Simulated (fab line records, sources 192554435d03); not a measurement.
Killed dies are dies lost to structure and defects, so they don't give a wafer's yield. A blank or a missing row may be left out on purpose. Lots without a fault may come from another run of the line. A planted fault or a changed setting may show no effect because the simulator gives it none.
Split-lot experiment | flow n5_finfet | 7 lots, 21 wafers read, on a route of 1938 steps

THE SPLIT
At N5_FIN_SAQP_COAT_49 (time 60 s, resist thk 100 nm), the setting spin_rpm was moved away from the recipe's 1500 rpm on 9 of the 21 wafers read, by -8.4% to +6.7%. The other wafers ran this setting at the recipe's value.

FROM THE SPLIT TO THE READING: what the file shows between them, 8 steps
- N5_FIN_SAQP_COAT_50: time 60 s, resist thk 35 nm
- N5_FIN_SAQP_COAT_10: resist thk 90 nm
- N5_FIN_SAQP_DESCUM_21: chemistry O2, time 7.9 s
- N5_FIN_SAQP_ETCH_51: etches SiARC in CF4, target depth 45.5 nm, time 75.8 s
- N5_FIN_SAQP_ETCH_52: etches SOC in N2/H2, target depth 100 nm, overetch 20 nm, time 150 s
- N5_FIN_SAQP_STRIP_53: strips in N2/H2
- N5_FIN_SAQP_HM_OPEN_73: chemistry CHF3/O2, target SiO2, stops on a-Si, target depth 12 nm, time 16.8 s
- N5_FIN_SAQP_STRIP_74: strips in CHF3/O2

THE READING
SOC_of_FIN_SAQP_COAT_49.thk_nm (the simulator's own value, which no gauge read), in nm, at N5_FIN_SAQP_MANDREL_ETCH_22 (etches a-Si in HBr/Cl2, stops on SiNx, target depth 60 nm, bt time 10 s, time 30 s). The file gives no usual value for it. The 12 wafers here that ran the recipe average 76.21 nm, standard deviation 0.54 nm.

wafer  | tool, chamber at the split | spin_rpm as run, rpm | against the recipe | SOC_of_FIN_SAQP_COAT_49.thk_nm, nm | against lot-mates on the recipe
L075.1 | litho_track-05, 0          | 1548                 | +3.2%              | 73.53                              | -2.59
L075.2 | litho_track-05, 0          | 1500                 | recipe             | 76.17                              | -
L075.5 | litho_track-05, 0          | 1500                 | recipe             | 76.07                              | -
L076.3 | litho_track-03, 0          | 1600                 | +6.7%              | 71.64                              | -4.05
L076.4 | litho_track-03, 0          | 1500                 | recipe             | 76.13                              | -
L076.6 | litho_track-03, 0          | 1500                 | recipe             | 75.26                              | -
L082.1 | litho_track-04, 0          | 1408                 | -6.1%              | 79.97                              | no lot-mate on the recipe
L082.4 | litho_track-04, 0          | 1408                 | -6.1%              | 79.07                              | no lot-mate on the recipe
L082.6 | litho_track-04, 0          | 1408                 | -6.1%              | 78.79                              | no lot-mate on the recipe
L084.1 | litho_track-04, 0          | 1563                 | +4.2%              | 74.21                              | -0.96
L084.3 | litho_track-04, 0          | 1500                 | recipe             | 75.17                              | -
L084.4 | litho_track-04, 0          | 1563                 | +4.2%              | 73.28                              | -1.89
L086.2 | litho_track-05, 0          | 1500                 | recipe             | 75.99                              | -
L086.3 | litho_track-05, 0          | 1500                 | recipe             | 76.69                              | -
L086.6 | litho_track-05, 0          | 1374                 | -8.4%              | 81.25                              | +4.91
L091.3 | litho_track-04, 0          | 1500                 | recipe             | 76.35                              | -
L091.4 | litho_track-04, 0          | 1500                 | recipe             | 76.72                              | -
L091.6 | litho_track-04, 0          | 1581                 | +5.4%              | 73.76                              | -2.77
L096.1 | litho_track-04, 0          | 1500                 | recipe             | 76.25                              | -
L096.4 | litho_track-04, 0          | 1500                 | recipe             | 76.81                              | -
L096.5 | litho_track-04, 0          | 1500                 | recipe             | 76.92                              | -

THE FIT
A straight line over all 21 wafers: SOC_of_FIN_SAQP_COAT_49.thk_nm changes by -0.569 nm for each +1% of spin_rpm; r = -0.97; the points scatter about the line by 0.6 nm.
The same after taking each lot's own level away (the mean of its wafers on the recipe; 18 wafers): -0.55 nm for each +1%; r = -0.97; scatter 0.49 nm.
On that fit, the largest move of spin_rpm shifts the reading by 4.6 nm.
The lots' own levels span 75.170 to 76.660 nm, that is 2.8 times the standard deviation above.
So the lot-to-lot level changes the slope little: the two slopes agree.
Check: with one of the wafers moved furthest among these (-8.4%) left out of the fit, the line predicts +4.41 nm for it against its lot-mates. It came out at +4.91 nm against them.

OTHER SPLITS ON THESE WAFERS
These wafers also went through other splits before the reading. Each is held against what the fit with the lots' levels taken away leaves over:
other split on the same wafers  | wafers away from the commonest value | r with SOC_of_FIN_SAQP_COAT_49.thk_nm (lot level and that fit taken away)
N5_ZERO_LAYER_PEB_09 peb_time_s | as run: not given for these wafers   | -
N5_WELL_APT_COAT_02 spin_rpm    | 6                                    | +0.17
N5_FIN_SAQP_ALD_61 ald_cycles   | 7                                    | -0.34

THE WHOLE CHAIN: every reading that the file lists as answering this split, in the file's order
step                        | what it does                                                                       | reading                                                                         | change (the file's fit)               | r (the file's)
N5_FIN_SAQP_COAT_49         | time 60 s, resist thk 100 nm                                                       | SOC_of_FIN_SAQP_COAT_49.thk_nm (the simulator's own value, which no gauge read) | -0.509 nm for each +1% of the setting | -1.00
N5_FIN_SAQP_ETCH_52         | etches SOC in N2/H2, target depth 100 nm, overetch 20 nm, time 150 s               | etch.depth_nm (the simulator's own value, which no gauge read)                  | -0.509 nm for each +1% of the setting | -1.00
N5_FIN_SAQP_MANDREL_ETCH_22 | etches a-Si in HBr/Cl2, stops on SiNx, target depth 60 nm, bt time 10 s, time 30 s | SOC_of_FIN_SAQP_COAT_49.thk_nm (the simulator's own value, which no gauge read) | -0.567 nm for each +1% of the setting | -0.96

THE FILE'S OWN FIT
SOC_of_FIN_SAQP_COAT_49.thk_nm changes by -0.567 nm for each +1% of spin_rpm, r = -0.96.
